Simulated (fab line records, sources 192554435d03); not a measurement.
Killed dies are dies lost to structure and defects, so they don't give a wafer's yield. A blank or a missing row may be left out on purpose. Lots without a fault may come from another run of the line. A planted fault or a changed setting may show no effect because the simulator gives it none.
Chamber matching | flow n5_finfet | N5_MOL_CONTACT_COAG_VIA_ETCH_117 on rie_diel-05: 4 sister chambers
The step etches SiO2 in C4F6/O2, target depth 40 nm, overetch 8 nm, time 26 s. 8 wafers are shown with their chamber, then 7 later ones without.

WAFERS WITH THEIR CHAMBER
wafer  | chamber | showerhead_plenum_p_Torr (Torr) | drypump_motor_current_A (A)
L587.1 | 2       | 2.94                            | 6.6
L592.4 | 3       | 3.03                            | 5.2
L592.5 | 1       | 2.77                            | 5.6
L596.3 | 1       | 2.77                            | 5.6
L596.4 | 0       | 2.77                            | 5.8
L596.6 | 2       | 2.93                            | 6.6
L599.3 | 0       | 2.77                            | 5.7
L599.4 | 3       | 3.02                            | 5.2

WAFERS WITHOUT THEIR CHAMBER
wafer  | showerhead_plenum_p_Torr (Torr) | drypump_motor_current_A (A)
L599.5 | 2.76                            | 5.6
L600.1 | 2.93                            | 6.5
L600.3 | 3.02                            | 5.2
L600.4 | 2.76                            | 5.6
L601.2 | 2.76                            | 5.6
L601.4 | 2.77                            | 5.8
L601.5 | 2.93                            | 6.6

WHICH CHAMBER EACH WENT THROUGH
wafer  | from the rows above | in truth
L599.5 | 1                   | 1
L600.1 | 2                   | 2
L600.3 | 3                   | 3
L600.4 | 1                   | 1
L601.2 | 1                   | 1
L601.4 | 0                   | 0
L601.5 | 2                   | 2
Placed correctly: 7 of 7. Can't be placed from these rows: 0. Placed wrongly: 0.
How it was worked out, from the rows above alone: a wafer's distance from a chamber is the root of the sum, over the readings, of the square of ((its reading less the chamber's mean) divided by the reading's scatter). The wafer belongs to the nearest chamber; if the next one is less than 2 further off, it can't be placed. A chamber's mean is the mean of its shown wafers. The scatter: the root of (the sum of the squares of (reading less its chamber's mean) over the shown wafers, divided by (wafers less chambers)).
